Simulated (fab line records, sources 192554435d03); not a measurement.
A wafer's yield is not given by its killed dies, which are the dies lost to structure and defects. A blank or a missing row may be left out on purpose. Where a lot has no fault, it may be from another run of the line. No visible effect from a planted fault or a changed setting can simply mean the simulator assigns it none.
Chamber matching | flow n5_finfet | N5_BEOL_M2_ETCH_69 on rie_diel-06 has 4 sister chambers
The step etches SiARC in CF4, target depth 15.6 nm, time 26 s. 4 wafers are shown with their chamber, then 8 later ones without.

## EACH WAFER AND ITS CHAMBER
wafer  | chamber | drypump_motor_current_A (A)
L085.5 | 3       | 5.3
L085.6 | 2       | 6.3
L089.6 | 1       | 6.6
L092.3 | 0       | 5.7

## WAFERS WITH NO CHAMBER GIVEN
wafer  | drypump_motor_current_A (A)
L092.4 | 6.6
L092.6 | 5.7
L095.2 | 5.4
L095.4 | 6.3
L095.6 | 5.4
L096.1 | 5.7
L096.5 | 5.4
L096.6 | 6.3

## WHICH CHAMBER EACH WENT THROUGH
wafer  | from the rows above | in truth
L092.4 | 1                   | 1
L092.6 | 0                   | 0
L095.2 | 3                   | 3
L095.4 | 2                   | 2
L095.6 | 3                   | 3
L096.1 | 0                   | 0
L096.5 | 3                   | 3
L096.6 | 2                   | 2
Correctly placed: 8 of 8. Not placeable from these rows: 0. Number placed wrongly: 0.
How it was worked out, from the rows above alone: a wafer's distance from a chamber is the root of the sum, over the readings, of the square of ((its reading less the chamber's mean) divided by the reading's scatter). If the next closest chamber is less than 2 further off than the closest, the wafer can't be placed; otherwise it belongs to the closest. Each chamber's mean is taken over the wafers shown for it. The scatter: root of mean squared gap, hidden wafer to nearest shown wafer, with one shown wafer a chamber.
